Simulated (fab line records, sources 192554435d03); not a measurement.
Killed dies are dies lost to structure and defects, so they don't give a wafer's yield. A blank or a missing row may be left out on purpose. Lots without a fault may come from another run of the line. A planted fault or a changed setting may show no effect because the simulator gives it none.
Chamber matching | flow n5_finfet | N5_BEOL_M4_DESCUM_16 on rie_diel-01: 4 sister chambers
The step chemistry O2, time 7 s. 4 wafers are shown with their chamber, then 8 later ones without.

WAFERS WITH THEIR CHAMBER
wafer  | chamber | drypump_motor_current_A (A)
L080.3 | 0       | 4.9
L087.6 | 1       | 5.1
L089.6 | 3       | 5.3
L091.3 | 2       | 6.4

WAFERS WITHOUT THEIR CHAMBER
wafer  | drypump_motor_current_A (A)
L091.5 | 5.2
L091.6 | 4.9
L093.2 | 5.1
L093.3 | 5.2
L093.5 | 6.4
L095.1 | 5.3
L095.4 | 6.4
L095.5 | 5.1

WHICH CHAMBER EACH WENT THROUGH
wafer  | from the rows above     | in truth
L091.5 | can't be placed: 3 or 1 | 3
L091.6 | 0                       | 0
L093.2 | 1                       | 1
L093.3 | can't be placed: 3 or 1 | 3
L093.5 | 2                       | 2
L095.1 | 3                       | 3
L095.4 | 2                       | 2
L095.5 | 1                       | 1
Placed correctly: 6 of 8. Can't be placed from these rows: 2 (the true chamber is among the candidates in 2). Placed wrongly: 0.
How it was worked out, from the rows above alone: a wafer's distance from a chamber is the root of the sum, over the readings, of the square of ((its reading less the chamber's mean) divided by the reading's scatter). The wafer belongs to the nearest chamber; if the next one is less than 2 further off, it can't be placed. A chamber's mean is the mean of its shown wafers. The scatter: with one shown wafer a chamber, the root of the mean of the squares of how far each hidden wafer lies from its nearest shown one.
